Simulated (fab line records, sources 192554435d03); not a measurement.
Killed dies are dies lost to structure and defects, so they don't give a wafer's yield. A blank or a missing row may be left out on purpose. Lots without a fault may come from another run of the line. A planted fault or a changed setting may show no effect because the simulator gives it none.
fab line records | flow n5_finfet
record lots=5 wafers=15 last_day=22
route steps=1938 shown BEOL_M8@1339
lots that met no fault: from a run of the same line without faults
start_h: hours from the record's first day to the start of the lot's first wafer shown | wait_h: hours since the lot's step before | " the same as in the row above | L1.1+2: a row that stands for several wafers | - no value, or no start given | * or withheld: withheld | < > ~ a bound
route shown NAME@n: a module of which the file shows steps, and the number in the route of the first | usual: mean/standard deviation of fault-free wafers | same: alike in all rows | chamber/n: place in a boat | sites: the reading at each site | _std_site: their standard deviation | _edge_site: outer sites' mean less inner sites' | radius_mm: how far each site lies from the wafer's centre | mask NAME#n: copy n | behind: the tool/chamber that last shaped the wafer | hold: why the lot was held/for how many hours/how that ended | device: the transistor (n, p or np) that didn't switch | end of line: the same wafers' tests at the end of the route | a step without rows: its recipe alone | killed: dies lost to structure and defects at the first sort, not the wafer's yield | map: a wafer's dies, x killed, . not, _ none there
set.NAME: the setting as run; set.NAME@STEP: as run at that earlier step | model.NAME: the simulator's own value behind a step, which no gauge read
lots at some steps of the route; a table a step, a row a wafer
services: from which hour (start_h, from the record's first day; less than 0 if before it) a tool's chamber was out of use, for how many hours, and why
## steps
# step N5_BEOL_M8_COAT_05
# recipe resist=CAR-ArF spin_rpm=1500 resist_thk_nm=90
# columns lot.wafer tool chamber start_h wait_h
L083.1+5+6 litho_track-04 0 - -
L085.3+4+5 litho_track-03 0 - -
L088.1+3+4 litho_track-01 0 - -
L095.1+2+3 litho_track-04 0 - -
L082.2+4+5 litho_track-01 0 - -
# step N5_BEOL_M8_EBR_07
# recipe solvent=PGMEA ebr_width_mm=1.5
# columns lot.wafer tool chamber start_h wait_h
L083.1+5+6 litho_track-04 0 - -
L085.3+4+5 litho_track-03 0 - -
L088.1+3+4 litho_track-01 0 - -
L095.1+2+3 litho_track-04 0 - -
L082.2+4+5 litho_track-01 0 - -
# step N5_BEOL_M8_SOFTBAKE_06
# recipe temp_c=110 time_s=60 resist=CAR-ArF
# columns lot.wafer tool chamber start_h wait_h
L083.1+5+6 litho_track-04 0 - -
L085.3+4+5 litho_track-03 0 - -
L088.1+3+4 litho_track-01 0 - -
L095.1+2+3 litho_track-04 0 - -
L082.2+4+5 litho_track-01 0 - -
# step N5_BEOL_M8_EXPOSE_08
# recipe mask_id=M8 na=1.35 source_shape=dipole sigma_inner=0.817 sigma_outer=0.97 polarization=te dose_mj=68.25
# usual exposure_dose_mJ_cm2=68.5/0.4
# columns lot.wafer tool chamber start_h wait_h mask exposure_dose_mJ_cm2
L083.1 arfi_scanner-01 0 349.30 - M8#0 68.2
L083.5 " 0 " " M8#0 68.2
L083.6 " 0 " " M8#0 68.3
L085.3 arfi_scanner-02 0 357.67 - M8#0 69.0
L085.4 " 0 " " M8#0 69.0
L085.5 " 0 " " M8#0 69.0
L088.1 arfi_scanner-01 0 390.37 - M8#0 68.2
L088.3 " 0 " " M8#0 68.2
L088.4 " 0 " " M8#0 68.2
L095.1 arfi_scanner-01 0 405.04 - M8#0 68.3
L095.2 " 0 " " M8#0 68.2
L095.3 " 0 " " M8#0 68.2
L082.2 arfi_scanner-02 0 437.04 - M8#0 68.9
L082.4 " 0 " " M8#0 69.1
L082.5 " 0 " " M8#0 69.0
# step N5_BEOL_M8_PEB_09
# recipe peb_temp_c=withheld peb_time_s=60 resist=CAR-ArF
# columns lot.wafer tool chamber start_h wait_h
L083.1+5+6 litho_track-04 0 349.37 0.1
L085.3+4+5 litho_track-03 0 357.72 0.0
L088.1+3+4 litho_track-04 0 390.43 0.1
L095.1+2+3 litho_track-03 0 405.10 0.1
L082.2+4+5 litho_track-03 0 437.09 0.0
# step N5_BEOL_M8_DEVELOP_10
# recipe develop_time_s=30 developer=TMAH resist=CAR-ArF rinse_liquid=diw dry=air_spin dev_temp_c=23
# columns lot.wafer tool chamber start_h wait_h
L083.1+5+6 litho_track-04 0 - -
L085.3+4+5 litho_track-03 0 - -
L088.1+3+4 litho_track-04 0 - -
L095.1+2+3 litho_track-03 0 - -
L082.2+4+5 litho_track-03 0 - -
# step N5_BEOL_M8_CD_MEAS_11
# recipe target_cd_nm=38.5 landing_energy_ev=500 detector=se_inlens polarity=opening
# usual cd_nm=38.5/0.44
# columns lot.wafer tool chamber start_h wait_h cd_nm
L083.1 cd_sem-01 0 349.43 - 38.7
L083.5 " 0 " " 38.5
L083.6 " 0 " " 39.0
L085.3 cd_sem-02 0 357.79 - 38.7
L085.4 " 0 " " 38.4
L085.5 " 0 " " 38.2
L088.1 cd_sem-03 0 390.50 - 38.4
L088.3 " 0 " " 38.9
L088.4 " 0 " " 38.5
L095.1 cd_sem-01 0 405.17 - 38.4
L095.2 " 0 " " 38.7
L095.3 " 0 " " 38.2
L082.2 cd_sem-02 0 437.16 - 38.1
L082.4 " 0 " " 38.2
L082.5 " 0 " " 38.1
# step N5_BEOL_M8_OVL_MEAS_12
# recipe points_per_wafer=44
# usual M8_OVL=-0.1/0.7
# same points_per_wafer=44
# columns lot.wafer tool chamber start_h wait_h M8_OVL[nm]
L083.1 overlay-02 0 349.46 0.0 -0.3
L083.5 " 0 " " -1.0
L083.6 " 0 " " -0.5
L085.3 overlay-01 0 357.82 0.0 -0.2
L085.4 " 0 " " 0.7
L085.5 " 0 " " 0.3
L088.1 overlay-01 0 390.53 0.0 1.1
L088.3 " 0 " " 1.3
L088.4 " 0 " " 0.8
L095.1 overlay-02 0 405.20 0.0 -0.1
L095.2 " 0 " " 0.3
L095.3 " 0 " " 0.5
L082.2 overlay-01 0 437.19 0.0 -0.4
L082.4 " 0 " " -1.5
L082.5 " 0 " " -0.2
# step N5_BEOL_M8_INSPECT_13
# recipe mode=adi inspect_instrument=brightfield
# usual raw_defect_count=381/91
# columns lot.wafer tool chamber start_h wait_h raw_defect_count
L083.1 defect_inspect-01 - 349.49 0.0 414
L083.5 " - " " 396
L083.6 " - " " 420
L085.3 defect_inspect-02 - 357.84 0.0 214
L085.4 " - " " 447
L085.5 " - " " 380
L088.1 defect_inspect-01 - 390.55 0.0 481
L088.3 " - " " 327
L088.4 " - " " 467
L095.1 defect_inspect-02 - 405.22 0.0 307
L095.2 " - " " 324
L095.3 " - " " 302
L082.2 defect_inspect-02 - 437.21 0.0 410
L082.4 " - " " 366
L082.5 " - " " 392
# step N5_BEOL_M8_DESCUM_16
# recipe chemistry=O2 time_s=7.9 source_power_w=50 bias_power_w=20 pressure_mtorr=20 rf_frequency_hz=2.712e+07 temp_c=40 resist=CAR-ArF o2_flow_sccm=225
# usual drypump_motor_current_A=5.6/0.43 oes_product_au=0.83/0.09 rf_vpp_V=243.5/1.5 showerhead_plenum_p_Torr=2.12/0.078 throttle_valve_pct=20.42/0.18
# columns lot.wafer tool chamber start_h wait_h drypump_motor_current_A oes_product_au rf_hours_counter_h rf_vpp_V showerhead_plenum_p_Torr throttle_valve_pct
L083.1 rie_diel-04 0 349.52 0.0 6.1 0.87 58 245.0 2.21 20.31
L083.5 " 3 " " 5.1 0.91 - 243.1 2.14 20.37
L083.6 " 0 " " 6.1 0.87 - 243.8 2.21 20.31
L085.3 rie_diel-04 1 357.88 0.0 5.6 0.82 100 240.4 2.02 20.64
L085.4 " 2 " " 5.2 0.93 13 243.0 2.04 20.10
L085.5 " 2 " " 5.2 0.93 - 243.2 2.04 20.12
L088.1 rie_diel-02 2 390.59 0.0 5.7 0.74 168 244.5 2.17 20.59
L088.3 " 1 " " 5.7 0.69 236 243.6 2.15 20.53
L088.4 " 3 " " 5.6 0.72 215 241.2 1.99 20.72
L095.1 rie_diel-04 2 405.26 0.0 5.2 0.90 28 242.7 2.04 20.15
L095.2 " 1 " " 5.6 0.80 115 240.9 2.01 20.66
L095.3 " 3 " " 5.2 0.89 52 243.8 2.13 20.37
L082.2 rie_diel-04 3 437.25 0.0 5.1 0.85 65 243.5 2.13 20.40
L082.4 " 0 " " 6.1 0.83 80 244.8 2.20 20.34
L082.5 " 0 " " 6.1 0.83 - 245.5 2.20 20.37
# step N5_BEOL_M8_ETCH_61
# recipe chemistry=CF4 target=SiARC target_depth_a=455 mask_material=CAR-ArF time_s=75.8 ion_energy_ev=80 pressure_mtorr=40 source_w=545 bias_w=36 Ar_flow_sccm=100 cf4_flow_sccm=100 ends=cleared
# usual cf4_flow_sccm=100.0/0.31 drypump_motor_current_A=5.6/0.44 etch_rf_on_time_s=75.8/1.2 oes_product_au=0.71/0.077 rf_vpp_V=184.3/1.2 showerhead_plenum_p_Torr=2.17/0.075 throttle_valve_pct=15.59/0.2
# columns lot.wafer tool chamber start_h wait_h cf4_flow_sccm drypump_motor_current_A etch_rf_on_time_s oes_product_au rf_hours_counter_h rf_vpp_V showerhead_plenum_p_Torr throttle_valve_pct
L083.1 rie_diel-04 0 349.56 0.0 99.7 6.1 74.8 0.73 58 186.5 2.26 15.51
L083.5 " 3 " " 100.0 5.1 75.6 0.77 - 184.0 2.18 15.44
L083.6 " 0 " " 100.0 6.1 74.7 0.74 - 184.8 2.26 15.50
L085.3 rie_diel-04 1 357.91 0.0 100.1 5.6 77.3 0.70 100 184.1 2.07 15.76
L085.4 " 2 " " 99.7 5.2 74.5 0.80 13 182.5 2.10 15.34
L085.5 " 2 " " 100.2 5.1 74.3 0.80 - 182.3 2.10 15.35
L088.1 rie_diel-02 2 390.62 0.0 100.2 5.7 75.9 0.63 168 184.9 2.22 15.81
L088.3 " 1 " " 100.7 5.8 76.4 0.59 236 185.6 2.20 15.76
L088.4 " 3 " " 99.9 5.6 78.1 0.61 215 182.2 2.04 15.90
L095.1 rie_diel-04 2 405.29 0.0 99.7 5.2 75.6 0.77 28 184.7 2.10 15.39
L095.2 " 1 " " 100.5 5.6 77.5 0.68 115 183.8 2.06 15.81
L095.3 " 3 " " 99.2 5.1 75.1 0.75 52 184.8 2.17 15.46
L082.2 rie_diel-04 3 437.28 0.0 100.1 5.1 76.0 0.73 65 185.1 2.17 15.48
L082.4 " 0 " " 100.0 6.1 75.1 0.71 80 186.9 2.25 15.55
L082.5 " 0 " " 100.3 6.1 75.6 0.71 - 184.2 2.25 15.56
# step N5_BEOL_M8_ETCH_62
# recipe chemistry=N2/H2 target=SOC target_depth_a=1100 overetch_a=220 mask_material=SiARC temp_c=40 time_s=165 ion_energy_ev=200 pressure_mtorr=30 source_w=840 bias_w=150 n2_flow_sccm=200 h2_flow_sccm=200
# usual drypump_motor_current_A=5.6/0.43 h2_flow_sccm=200.1/0.55 oes_product_au=0.70/0.071 rf_vpp_V=524.8/2.7 showerhead_plenum_p_Torr=2.58/0.096 throttle_valve_pct=17.85/0.2
# columns lot.wafer tool chamber start_h wait_h drypump_motor_current_A h2_flow_sccm oes_product_au rf_hours_counter_h rf_vpp_V showerhead_plenum_p_Torr throttle_valve_pct
L083.1 rie_diel-04 0 349.61 0.0 6.1 199.6 0.73 58 529.4 2.70 17.76
L083.5 " 3 " " 5.1 200.3 0.76 - 526.6 2.59 17.80
L083.6 " 0 " " 6.1 199.7 0.73 - 526.7 2.70 17.76
L085.3 rie_diel-04 1 357.97 0.0 5.6 199.4 0.70 100 521.1 2.46 18.05
L085.4 " 2 " " 5.1 199.7 0.78 13 523.6 2.48 17.43
L085.5 " 2 " " 5.2 199.7 0.77 - 523.2 2.48 17.44
L088.1 rie_diel-02 2 390.68 0.0 5.7 200.4 0.63 168 525.3 2.65 18.12
L088.3 " 1 " " 5.7 199.4 0.60 236 525.0 2.61 17.94
L088.4 " 3 " " 5.6 199.6 0.61 215 519.8 2.41 18.12
L095.1 rie_diel-04 2 405.35 0.0 5.2 200.1 0.75 28 522.8 2.48 17.46
L095.2 " 1 " " 5.6 200.0 0.68 115 522.4 2.45 18.07
L095.3 " 3 " " 5.1 199.5 0.74 52 525.7 2.58 17.81
L082.2 rie_diel-04 3 437.34 0.0 5.1 199.7 0.73 65 523.9 2.57 17.85
L082.4 " 0 " " 6.1 201.4 0.71 80 527.5 2.69 17.80
L082.5 " 0 " " 6.1 200.4 0.71 - 527.6 2.69 17.81
# step N5_BEOL_M8_STRIP_68
# recipe chemistry=N2/H2 temp_c=40 n2_flow_sccm=200 h2_flow_sccm=200 rf_frequency_hz=6e+07
# columns lot.wafer tool chamber start_h wait_h
L083.1+5+6 rie_diel-04 0,3,0 349.75 0.1
L085.3+4+5 rie_diel-04 1,2,2 358.10 0.1
L088.1+3+4 rie_diel-02 2,1,3 390.81 0.1
L095.1+2+3 rie_diel-04 2,1,3 405.49 0.1
L082.2+4+5 rie_diel-04 3,0,0 437.47 0.1
# step N5_BEOL_M8_STRIP_67
# recipe chemistry=CF4 resist=SiARC power_w=300 bias_power_w=75 pressure_mtorr=50 cf4_flow_sccm=150 rf_frequency_hz=6e+07
# usual cf4_flow_sccm=149.9/0.43 drypump_motor_current_A=5.6/0.43 oes_product_au=0.83/0.085 rf_vpp_V=271.7/1.6 showerhead_plenum_p_Torr=1.81/0.062 throttle_valve_pct=13.55/0.22
# columns lot.wafer tool chamber start_h wait_h cf4_flow_sccm drypump_motor_current_A oes_product_au rf_hours_counter_h rf_vpp_V showerhead_plenum_p_Torr throttle_valve_pct
L083.1 rie_diel-04 0 349.76 0.0 150.1 6.1 0.86 58 272.7 1.90 13.48
L083.5 " 3 " " 150.8 5.1 0.90 - 273.9 1.82 13.36
L083.6 " 0 " " 150.2 6.1 0.85 - 274.6 1.90 13.48
L085.3 rie_diel-04 1 358.11 0.0 149.3 5.6 0.82 100 270.9 1.73 13.72
L085.4 " 2 " " 150.7 5.2 0.93 13 270.6 1.76 13.28
L085.5 " 2 " " 150.4 5.2 0.93 - 272.2 1.76 13.30
L088.1 rie_diel-02 2 390.82 0.0 149.7 5.7 0.74 168 272.3 1.86 13.79
L088.3 " 1 " " 149.5 5.7 0.70 236 270.9 1.84 13.78
L088.4 " 3 " " 150.0 5.6 0.72 215 268.8 1.70 13.90
L095.1 rie_diel-04 2 405.50 0.0 149.7 5.1 0.89 28 269.5 1.76 13.34
L095.2 " 1 " " 149.9 5.5 0.81 115 268.3 1.73 13.78
L095.3 " 3 " " 150.0 5.1 0.87 52 271.9 1.82 13.43
L082.2 rie_diel-04 3 437.48 0.0 150.9 5.1 0.86 65 272.9 1.82 13.46
L082.4 " 0 " " 150.6 6.1 0.83 80 273.7 1.89 13.51
L082.5 " 0 " " 150.7 6.1 0.83 - 271.7 1.89 13.53
# step N5_BEOL_M8_HM_OPEN_17
# recipe chemistry=Cl2/BCl3 target_depth_a=200 overetch_a=60 target=TiN mask_material=SOC ion_energy_ev=150 pressure_mtorr=10 icp_w=1000 bias_w=126 Cl2_flow_sccm=53.25 bcl3_flow_sccm=21.75 Ar_flow_sccm=25
# usual drypump_motor_current_A=5.63/0.3 mfc_cl2_sccm=53.23/0.15 oes_product_au=0.67/0.093 throttle_valve_pct=22.12/0.14
# columns lot.wafer tool chamber start_h wait_h drypump_motor_current_A mfc_cl2_sccm oes_product_au rf_hours_counter_h throttle_valve_pct
L083.1 rie_metal-01 1 349.80 0.0 5.88 53.07 0.55 104 22.36
L083.5 " 0 " " 5.54 53.01 0.82 - 21.80
L083.6 " 1 " " 5.86 53.41 0.54 - 22.35
L085.3 rie_metal-01 0 358.21 0.1 5.57 53.13 0.82 - 21.80
L085.4 " 0 " " 5.56 53.16 0.81 - 21.79
L085.5 " 0 " " 5.56 53.25 0.81 - 21.81
L088.1 rie_metal-03 0 390.86 0.0 5.33 53.08 0.55 98 22.13
L088.3 " 1 " " 5.44 53.16 0.66 - 22.21
L088.4 " 0 " " 5.31 53.32 0.55 - 22.12
L095.1 rie_metal-02 0 405.64 0.1 6.22 53.23 0.63 57 22.19
L095.2 " 1 " " 5.65 53.50 0.75 11 22.06
L095.3 " 0 " " 6.27 53.10 0.64 - 22.21
L082.2 rie_metal-03 0 437.52 0.0 5.31 53.37 0.80 1 21.93
L082.4 " 1 " " 5.43 53.34 0.65 - 22.23
L082.5 " 0 " " 5.33 53.50 0.80 - 21.93
# step N5_BEOL_M8_STRIP_19
# recipe chemistry=O2 power_w=400 temp_c=40 pressure_mtorr=30 rf_frequency_hz=6e+07 bias_power_w=0 overash_fraction=0.2 o2_flow_sccm=225
# usual drypump_motor_current_A=5.7/0.45 oes_product_au=0.82/0.09 rf_vpp_V=3.6/0.6 showerhead_plenum_p_Torr=2.12/0.079 throttle_valve_pct=16.67/0.2
# columns lot.wafer tool chamber start_h wait_h drypump_motor_current_A oes_product_au rf_hours_counter_h rf_vpp_V showerhead_plenum_p_Torr throttle_valve_pct
L083.1 rie_diel-04 2 349.91 0.1 5.2 0.94 11 3.2 2.05 16.35
L083.5 " 2 " " 5.2 0.93 - 3.3 2.05 16.35
L083.6 " 1 " " 5.6 0.83 - 4.1 2.02 16.86
L085.3 rie_diel-04 0 358.36 0.1 6.1 0.85 60 3.5 2.21 16.55
L085.4 " 3 " " 5.1 0.90 39 3.9 2.14 16.56
L085.5 " 0 " " 6.1 0.86 - 3.7 2.21 16.56
L088.1 rie_diel-02 0 391.10 0.2 5.6 1.00 1 3.7 2.24 16.28
L088.3 " 1 " " 5.7 0.69 236 4.4 2.16 16.82
L088.4 " 3 " " 5.6 0.72 215 4.3 1.99 17.01
L095.1 rie_diel-02 1 405.89 0.2 5.8 0.68 239 3.1 2.16 16.82
L095.2 " 0 " " 5.6 0.97 4 3.3 2.24 16.29
L095.3 " 2 " " 5.7 0.74 172 3.7 2.17 16.86
L082.2 rie_diel-05 0 437.80 0.2 6.3 0.81 85 3.7 2.12 16.69
L082.4 " 3 " " 6.6 0.95 4 4.0 2.15 16.49
L082.5 " 0 " " 6.3 0.81 - 3.4 2.12 16.71
# step N5_BEOL_M8_CD_MEAS_18
# recipe pitch_nm=80 target_cd_nm=40
# usual cd_nm=40.0/0.54
# columns lot.wafer tool chamber start_h wait_h cd_nm
L083.1 cd_sem-01 - 349.98 0.0 40.2
L083.5 " - " " 40.4
L083.6 " - " " 40.3
L085.3 cd_sem-03 - 358.43 0.1 40.2
L085.4 " - " " 40.1
L085.5 " - " " 40.9
L088.1 cd_sem-02 - 391.17 0.0 40.3
L088.3 " - " " 40.6
L088.4 " - " " 39.6
L095.1 cd_sem-01 - 405.96 0.0 39.9
L095.2 " - " " 40.3
L095.3 " - " " 40.1
L082.2 cd_sem-03 - 437.87 0.1 40.8
L082.4 " - " " 40.3
L082.5 " - " " 40.1
# step N5_BEOL_M8_COAT_63
# recipe resist=SOC temp_c=250 time_s=60 spin_rpm=1500 resist_thk_nm=60
# columns lot.wafer tool chamber start_h wait_h
L083.1+5+6 litho_track-01 0 351.66 1.7
L085.3+4+5 litho_track-03 0 360.03 1.6
L088.1+3+4 litho_track-01 0 393.71 2.5
L095.1+2+3 litho_track-03 0 407.85 1.9
L082.2+4+5 litho_track-01 0 439.23 1.4
# step N5_BEOL_M8_COAT_64
# recipe resist=SiARC temp_c=220 time_s=60 spin_rpm=1500 resist_thk_nm=12
# columns lot.wafer tool chamber start_h wait_h
L083.1+5+6 litho_track-01 0 - -
L085.3+4+5 litho_track-03 0 - -
L088.1+3+4 litho_track-01 0 - -
L095.1+2+3 litho_track-03 0 - -
L082.2+4+5 litho_track-01 0 - -
# step N5_BEOL_M8_COAT_71
# recipe resist=underlayer temp_c=205 time_s=60 spin_rpm=1500 resist_thk_nm=5
# columns lot.wafer tool chamber start_h wait_h
L083.1+5+6 litho_track-01 0 - -
L085.3+4+5 litho_track-03 0 - -
L088.1+3+4 litho_track-01 0 - -
L095.1+2+3 litho_track-03 0 - -
L082.2+4+5 litho_track-01 0 - -
# step N5_BEOL_M8_COAT_22
# recipe resist=CAR-EUV spin_rpm=1500 resist_thk_nm=30
# columns lot.wafer tool chamber start_h wait_h
L083.1+5+6 litho_track-01 0 - -
L085.3+4+5 litho_track-03 0 - -
L088.1+3+4 litho_track-01 0 - -
L095.1+2+3 litho_track-03 0 - -
L082.2+4+5 litho_track-01 0 - -
# step N5_BEOL_M8_EBR_24
# recipe solvent=PGMEA ebr_width_mm=1.5
# columns lot.wafer tool chamber start_h wait_h
L083.1+5+6 litho_track-01 0 - -
L085.3+4+5 litho_track-03 0 - -
L088.1+3+4 litho_track-01 0 - -
L095.1+2+3 litho_track-03 0 - -
L082.2+4+5 litho_track-01 0 - -
# step N5_BEOL_M8_SOFTBAKE_23
# recipe temp_c=110 time_s=60 resist=CAR-EUV
# columns lot.wafer tool chamber start_h wait_h
L083.1+5+6 litho_track-01 0 - -
L085.3+4+5 litho_track-03 0 - -
L088.1+3+4 litho_track-01 0 - -
L095.1+2+3 litho_track-03 0 - -
L082.2+4+5 litho_track-01 0 - -
# step N5_BEOL_M8_EXPOSE_25
# recipe mask_id=V7 na=0.33 source_shape=annular sigma_inner=0.4 sigma_outer=0.8 polarization=unpolarized target_cd_nm=40 dose_mj=42.5
# usual exposure_dose_mJ_cm2=42.40/0.049
# columns lot.wafer tool chamber start_h wait_h mask exposure_dose_mJ_cm2
L083.1 euv_scanner-01 0 351.92 - V7#0 42.40
L083.5 " 0 " " V7#0 42.38
L083.6 " 0 " " V7#0 42.31
L085.3 euv_scanner-01 0 360.18 - V7#0 42.39
L085.4 " 0 " " V7#0 42.36
L085.5 " 0 " " V7#0 42.39
L088.1 euv_scanner-02 0 394.00 - V7#0 42.37
L088.3 " 0 " " V7#0 42.42
L088.4 " 0 " " V7#0 42.41
L095.1 euv_scanner-02 0 407.98 - V7#0 42.41
L095.2 " 0 " " V7#0 42.40
L095.3 " 0 " " V7#0 42.34
L082.2 euv_scanner-01 0 439.38 - V7#0 42.38
L082.4 " 0 " " V7#0 42.34
L082.5 " 0 " " V7#0 42.36
# step N5_BEOL_M8_PEB_26
# recipe peb_temp_c=100 peb_time_s=60 resist=CAR-EUV
# columns lot.wafer tool chamber start_h wait_h
L083.1+5+6 litho_track-04 0 351.98 0.1
L085.3+4+5 litho_track-03 0 360.23 0.0
L088.1+3+4 litho_track-04 0 394.07 0.1
L095.1+2+3 litho_track-03 0 408.05 0.1
L082.2+4+5 litho_track-01 0 439.44 0.1
# step N5_BEOL_M8_DEVELOP_27
# recipe develop_time_s=30 developer=TMAH resist=CAR-EUV rinse_liquid=surfactant_rinse dry=air_spin dev_temp_c=23
# columns lot.wafer tool chamber start_h wait_h
L083.1+5+6 litho_track-04 0 - -
L085.3+4+5 litho_track-03 0 - -
L088.1+3+4 litho_track-04 0 - -
L095.1+2+3 litho_track-03 0 - -
L082.2+4+5 litho_track-01 0 - -
# step N5_BEOL_M8_CD_MEAS_28
# recipe target_cd_nm=40 landing_energy_ev=500 detector=se_inlens
# usual cd_nm=40.06/0.25
# columns lot.wafer tool chamber start_h wait_h cd_nm
L083.1 cd_sem-02 0 352.05 - 40.13
L083.5 " 0 " " 40.02
L083.6 " 0 " " 40.20
L085.3 cd_sem-03 0 360.30 - 40.15
L085.4 " 0 " " 39.63
L085.5 " 0 " " 40.35
L088.1 cd_sem-01 0 394.14 - 39.89
L088.3 " 0 " " 40.31
L088.4 " 0 " " 40.19
L095.1 cd_sem-02 0 408.12 - 39.82
L095.2 " 0 " " 40.14
L095.3 " 0 " " 40.25
L082.2 cd_sem-02 0 439.51 - 40.57
L082.4 " 0 " " 39.67
L082.5 " 0 " " 40.22
# step N5_BEOL_M8_OVL_MEAS_29
# recipe points_per_wafer=522
# usual V7_OVL=-0.6/0.68
# same points_per_wafer=522
# columns lot.wafer tool chamber start_h wait_h V7_OVL[nm]
L083.1 overlay-01 0 352.08 0.0 -1.0
L083.5 " 0 " " -1.5
L083.6 " 0 " " -0.2
L085.3 overlay-02 0 360.34 0.0 -0.5
L085.4 " 0 " " -0.4
L085.5 " 0 " " -0.4
L088.1 overlay-01 0 394.17 0.0 0.2
L088.3 " 0 " " -0.2
L088.4 " 0 " " -0.2
L095.1 overlay-02 0 408.15 0.0 0.4
L095.2 " 0 " " -0.1
L095.3 " 0 " " 0.2
L082.2 overlay-01 0 439.54 0.0 -1.6
L082.4 " 0 " " -1.8
L082.5 " 0 " " -1.1
# step N5_BEOL_M8_INSPECT_30
# recipe mode=adi inspect_instrument=brightfield
# usual raw_defect_count=385/89
# columns lot.wafer tool chamber start_h wait_h raw_defect_count
L083.1 defect_inspect-01 - 352.14 0.1 421
L083.5 " - " " 397
L083.6 " - " " 416
L085.3 defect_inspect-02 - 360.39 0.0 225
L085.4 " - " " 424
L085.5 " - " " 358
L088.1 defect_inspect-02 - 394.22 0.1 472
L088.3 " - " " 317
L088.4 " - " " 432
L095.1 defect_inspect-01 - 408.21 0.1 356
L095.2 " - " " 333
L095.3 " - " " 337
L082.2 defect_inspect-01 - 439.59 0.0 449
L082.4 " - " " 389
L082.5 " - " " 419
# step N5_BEOL_M8_DESCUM_33
# recipe chemistry=O2 time_s=7 source_power_w=50 bias_power_w=20 pressure_mtorr=20 rf_frequency_hz=2.712e+07 temp_c=40 resist=CAR-EUV o2_flow_sccm=225
# usual drypump_motor_current_A=5.7/0.34 oes_product_au=0.80/0.087 rf_vpp_V=243.6/1.4 showerhead_plenum_p_Torr=2.12/0.081 throttle_valve_pct=20.46/0.17
# columns lot.wafer tool chamber start_h wait_h drypump_motor_current_A oes_product_au rf_hours_counter_h rf_vpp_V showerhead_plenum_p_Torr throttle_valve_pct
L083.1 rie_diel-04 0 352.17 0.0 6.1 0.86 58 244.4 2.21 20.32
L083.5 " 1 " " 5.5 0.82 - 241.9 2.02 20.63
L083.6 " 0 " " 6.1 0.86 - 244.6 2.21 20.31
L085.3 rie_diel-04 1 360.42 0.0 5.6 0.82 101 242.5 2.02 20.64
L085.4 " 0 " " 6.1 0.85 61 245.0 2.21 20.30
L085.5 " 3 " " 5.1 0.90 - 243.6 2.14 20.35
L088.1 rie_diel-05 2 394.37 0.1 5.8 0.89 28 243.7 2.13 20.43
L088.3 " 1 " " 5.4 0.85 61 244.8 2.22 20.25
L088.4 " 2 " " 5.8 0.89 - 243.7 2.13 20.43
L095.1 rie_diel-04 3 408.24 0.0 5.1 0.88 52 244.8 2.13 20.36
L095.2 " 2 " " 5.1 0.90 29 243.1 2.04 20.15
L095.3 " 1 " " 5.6 0.81 116 241.9 2.01 20.65
L082.2 rie_diel-02 2 439.63 0.0 5.7 0.72 184 244.3 2.16 20.61
L082.4 " 0 " " 5.6 0.93 - 244.8 2.23 20.10
L082.5 " 2 " " 5.7 0.72 - 245.6 2.16 20.62
# step N5_BEOL_M8_ETCH_72
# recipe chemistry=N2/H2 target=underlayer target_depth_a=65 mask_material=CAR-EUV time_s=5.2 ion_energy_ev=200 pressure_mtorr=30 source_w=840 bias_w=150 n2_flow_sccm=200 h2_flow_sccm=200 ends=cleared
# usual drypump_motor_current_A=5.7/0.34 etch_rf_on_time_s=5.20/0.09 h2_flow_sccm=200.0/0.6 oes_product_au=0.68/0.076 rf_vpp_V=525.0/3 showerhead_plenum_p_Torr=2.58/0.1 throttle_valve_pct=17.92/0.18
# columns lot.wafer tool chamber start_h wait_h drypump_motor_current_A etch_rf_on_time_s h2_flow_sccm oes_product_au rf_hours_counter_h rf_vpp_V showerhead_plenum_p_Torr throttle_valve_pct
L083.1 rie_diel-04 0 352.21 0.0 6.1 5.07 199.6 0.74 58 528.2 2.70 17.82
L083.5 " 1 " " 5.5 5.29 200.1 0.71 - 521.6 2.46 18.08
L083.6 " 0 " " 6.1 5.07 199.6 0.74 - 528.3 2.70 17.79
L085.3 rie_diel-04 1 360.45 0.0 5.6 5.20 199.0 0.70 101 523.1 2.46 18.05
L085.4 " 0 " " 6.1 5.06 199.5 0.73 61 526.9 2.70 17.83
L085.5 " 3 " " 5.1 5.13 200.5 0.77 - 524.1 2.58 17.84
L088.1 rie_diel-05 2 394.40 0.0 5.7 5.09 199.7 0.76 28 525.4 2.59 17.80
L088.3 " 1 " " 5.4 5.16 201.2 0.72 61 529.1 2.70 17.84
L088.4 " 2 " " 5.8 5.10 200.0 0.77 - 527.6 2.59 17.79
L095.1 rie_diel-04 3 408.28 0.0 5.1 5.13 199.9 0.75 52 526.3 2.58 17.85
L095.2 " 2 " " 5.2 5.14 199.7 0.77 29 522.9 2.48 17.51
L095.3 " 1 " " 5.6 5.30 200.4 0.69 116 519.8 2.45 18.10
L082.2 rie_diel-02 2 439.66 0.0 5.7 5.15 201.1 0.62 184 526.3 2.64 18.18
L082.4 " 0 " " 5.6 5.11 198.7 0.81 - 528.3 2.71 17.47
L082.5 " 2 " " 5.7 5.14 199.3 0.63 - 527.7 2.64 18.17
## services
# columns tool chamber start_h hours kind
rie_diel-05 1 333.99 5.9 repair
rie_diel-02 3 335.79 4.6 repair
arfi_scanner-02 - 339.59 1.3 pm
litho_track-04 - 360.56 - consumable_replace:filter
euv_scanner-01 - 364.66 1.0 pm
rie_diel-02 0 365.28 - clean
euv_scanner-02 - 365.67 1.0 pm
arfi_scanner-02 - 367.52 0.5 repair
arfi_scanner-01 - 368.81 1.0 pm
euv_scanner-01 - 370.82 0.2 repair
arfi_scanner-01 - 378.34 1.0 pm
rie_diel-04 3 382.33 7.4 repair
arfi_scanner-02 - 384.33 3.1 pm
arfi_scanner-02 - 387.45 1.0 pm
arfi_scanner-01 - 389.17 0.8 pm
rie_diel-04 0 393.93 4.7 repair
arfi_scanner-02 - 395.29 0.8 pm
rie_diel-04 0 401.55 15.5 repair
rie_metal-01 - 405.32 0.6 repair
euv_scanner-01 - 416.09 4.6 pm
euv_scanner-01 - 420.81 1.0 pm
rie_diel-02 0 421.32 2.2 repair
euv_scanner-02 - 421.82 1.0 pm
arfi_scanner-01 - 424.34 0.5 repair
## key
fault none
